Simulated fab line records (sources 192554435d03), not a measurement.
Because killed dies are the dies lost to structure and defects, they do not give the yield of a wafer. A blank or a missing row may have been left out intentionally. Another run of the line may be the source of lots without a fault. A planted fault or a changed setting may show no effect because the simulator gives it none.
Split-lot trial -- flow n5Finfet -- on a route of 1938 steps: 7 lots, 21 wafers read

== SPLIT DETAILS ==
At N5_MIM_TOP_ALD_01 (deposits HfO2, target thk 5.6 nm, pulse time 1 s, purge time 3 s), the setting aldCycles was moved away from the recipe's 62 on 8 of the 21 wafers read, by -12.9% to +14.5%. All remaining wafers had this setting at the recipe value.

The split's own step is where the reading is taken.

== THE READING ==
HfO2_of_MIM_TOP_ALD_01.thkNm (the simulator's own value, which no gauge read), in nm, at N5_MIM_TOP_ALD_01 (deposits HfO2, target thk 5.6 nm, pulse time 1 s, purge time 3 s). The file gives no usual value for it.

wafer,"tool, chamber at the split",aldCycles as run,against the recipe,"HfO2_of_MIM_TOP_ALD_01.thkNm, nm",against lot-mates on the recipe
L078.1,"aldHk-01, 3",62,recipe,5.6,-
L078.4,"aldHk-01, 0",70,+12.9%,6.4,+0.8
L078.6,"aldHk-01, 0",70,+12.9%,6.4,+0.8
L077.1,"aldHk-02, 3",54,-12.9%,4.8,-0.8
L077.5,"aldHk-02, 3",54,-12.9%,4.8,-0.8
L077.2,"aldHk-02, 2",62,recipe,5.6,-
L086.2,"aldHk-01, 1,3,3",62,recipe,5.6,-
L086.4,"aldHk-01, 1,3,3",62,recipe,5.6,-
L086.5,"aldHk-01, 1,3,3",62,recipe,5.6,-
L087.2,"aldHk-02, 1,3",67,+8.1%,6,+0.4
L087.3,"aldHk-02, 1,3",67,+8.1%,6,+0.4
L087.5,"aldHk-02, 0",62,recipe,5.6,-
L093.1,"aldHk-03, 3",57,-8.1%,5.2,-0.4
L093.2,"aldHk-03, 1,2",62,recipe,5.6,-
L093.6,"aldHk-03, 1,2",62,recipe,5.6,-
L094.3,"aldHk-02, 2,0,2",62,recipe,5.6,-
L094.4,"aldHk-02, 2,0,2",62,recipe,5.6,-
L094.5,"aldHk-02, 2,0,2",62,recipe,5.6,-
L097.3,"aldHk-02, 2,1",62,recipe,5.6,-
L097.4,"aldHk-02, 2,1",62,recipe,5.6,-
L097.6,"aldHk-02, 2",71,+14.5%,6.4,+0.8
Where a row lists several chambers, the file gives one row for several wafers and doesn't say which wafer went through which chamber.

FIT RESULTS
A straight line over all 21 wafers: HfO2_of_MIM_TOP_ALD_01.thkNm changes by +0.0585 nm for each +1% of aldCycles; r = +1.00; the points scatter about the line by 0.037 nm.
The same after taking each lot's own level away (the mean of its wafers on the recipe; 21 wafers): +0.0585 nm for each +1%; r = +1.00; scatter 0.037 nm.
According to that fit, moving aldCycles by its largest amount changes the reading by 0.85 nm.
The lots' own levels span 5.60 to 5.60 nm.
The two slopes agree, so the slope changes little with the lot-to-lot level.
Check: for one of the wafers moved furthest among these (+14.5%), held out of the fit, the line's prediction against its lot-mates is +0.856 nm. Against them it came out at +0.8 nm.

== OTHER SPLITS ON THESE WAFERS ==
Other splits were also applied to these wafers ahead of the reading. Each is held against what the fit with the lots' levels taken away leaves over:
other split on the same wafers,wafers away from the commonest value,r with HfO2_of_MIM_TOP_ALD_01.thkNm (lot level and that fit taken away)
N5_BEOL_M12_EXPOSE_07 doseMj,6,-0.20
N5_BEOL_M13_SPUTTER_44 timeS,6,+0.11
N5_BEOL_M15_TRENCH_ETCH_34 biasW,8,+0.29
N5_MIM_BOT_SPUTTER_00 timeS,8,-0.35

== FILE'S OWN FIT ==
HfO2_of_MIM_TOP_ALD_01.thkNm changes by +0.0575 nm for each +1% of aldCycles, r = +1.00.
